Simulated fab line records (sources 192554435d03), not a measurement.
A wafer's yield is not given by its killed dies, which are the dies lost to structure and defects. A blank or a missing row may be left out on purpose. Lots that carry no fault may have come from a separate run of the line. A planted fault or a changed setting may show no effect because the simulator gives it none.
Problem report, 8D (eight disciplines) form, completed by code / flow n5 finfet / the parts of the form that need people (team, actions taken, sign-off) are left out

## 1. WHAT IS WRONG
REXT_P at N5_BEOL_M4_RC_MEAS_101 reads a mean of 114.0 ohm.um on 2 wafers of 2 lots; wafers without a fault read 101.2 ohm.um with a standard deviation of 2.7. Relative to the usual mean, that is a shift of +4.8 standard deviations.
Seen first at day 12 05:26 on prober-02, wafer L907.4. The record has a number at this step for 11 wafers belonging to 4 lots. Rule for "out" (also "out of limits"): further than 4 standard deviations from the usual mean. All remaining wafers that have a number are taken as sound.

## 2. WHAT IT IS, AND WHAT IT ISN'T
question=which readings at this step | is=REXT_P | is not=DIBL_P, SS_N, SS_P
question=which lots | is=L907, L910 | is not=L897, L911
question=which wafers of those lots | is=L907.4, L910.4 | is not=L907.2, L907.3, L910.2
question=read on which gauges | is=prober-01, prober-02 | is not=-
question=when | is=from day 12 05:26 | is not=up to then (5 sound wafers); but 4 sound wafers of L910, L911 came after

## 3. SUSPECTS, AND WHAT RULES EACH OUT
Counting: if a tool at a process step up to the reading ran every lot that is out, it stays a suspect. Sound lots after the first of them don't rule it out here, since some wafers of a struck lot are sound.
- the gauge at N5_BEOL_M4_RC_MEAS_101 is ruled out. 2 gauges (prober-01, prober-02) read the wafers that are out.
- ald sin-04 at N5_SPACER0_ALD_00 (deposits SiOCN, target thk 3.5 nm, pulse time 3 s, purge time 2 s): kept. It ran every lot that is out, first L907 (day 6 23:56); its last sound lot up to then is L897 (day 4 15:34).
After counting, what remains is ald sin-04 at N5_SPACER0_ALD_00.

## 4. THE CAUSE (what the simulator had put in)
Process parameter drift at N5_SPACER0_ALD_00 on ald sin-04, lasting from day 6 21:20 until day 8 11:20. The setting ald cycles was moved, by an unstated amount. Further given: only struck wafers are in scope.
Counting left only this tool.

## 5. THE CHAIN OF EFFECTS, in route order
One row per reading whose mean, taken over the struck wafers that have a number, lies over 3 standard deviations from the usual. Scope: only readings with a usual standard deviation given in the record; hours: median across lots of the time from each lot's start at the first step in this table that gives one to its start at this step; sigmas: change in usual standard deviations.
hours=0; step=N5_BEOL_M4_RC_MEAS_101; reading=ION_P; usual=462 uA/um; on struck wafers=438; change=-24; sigmas=-3.2
hours=0; step=N5_BEOL_M4_RC_MEAS_101; reading=REXT_N; usual=75.3 ohm.um; on struck wafers=83.1; change=+7.8; sigmas=+4.1
hours=0; step=N5_BEOL_M4_RC_MEAS_101; reading=REXT_P; usual=101.2 ohm.um; on struck wafers=114.0; change=+12.8; sigmas=+4.8
hours=0; step=N5_BEOL_M4_RC_MEAS_101; reading=VT_P_LVT; usual=-99 mV; on struck wafers=-111; change=-12; sigmas=-3.8
hours=109; step=N5_PASSIVATION_PROBE_49; reading=sort_bin_8_speed; usual=0.00 %; on struck wafers=2.42; change=+2.42; sigmas=+99 or more
hours=109; step=N5_PASSIVATION_PROBE_49; reading=sort n pass; usual=1077; on struck wafers=1014; change=-63; sigmas=-3.7
hours=109; step=N5_PASSIVATION_PROBE_49; reading=sort yield pct; usual=91.3 %; on struck wafers=86.0; change=-5.3; sigmas=-3.6
Process steps it contains:
- N5_PASSIVATION_PROBE_49

## 6. HOW IT WOULD HAVE BEEN CAUGHT EARLIER
Counted from the fault's start at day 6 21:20, it took 128 hours until the first out-of-limits reading at a measuring or inspecting step in this record, taken at day 12 05:26.
Tool readings at N5_SPACER0_ALD_00 with a usual standard deviation given in the record: none out on any struck wafer, hence no alarm at a limit of 4 standard deviations on them.
All the lots that are out (2) had begun N5_SPACER0_ALD_00 on ald sin-04 by day 12 05:26. None of them would have been spared by holding the tool at that moment.
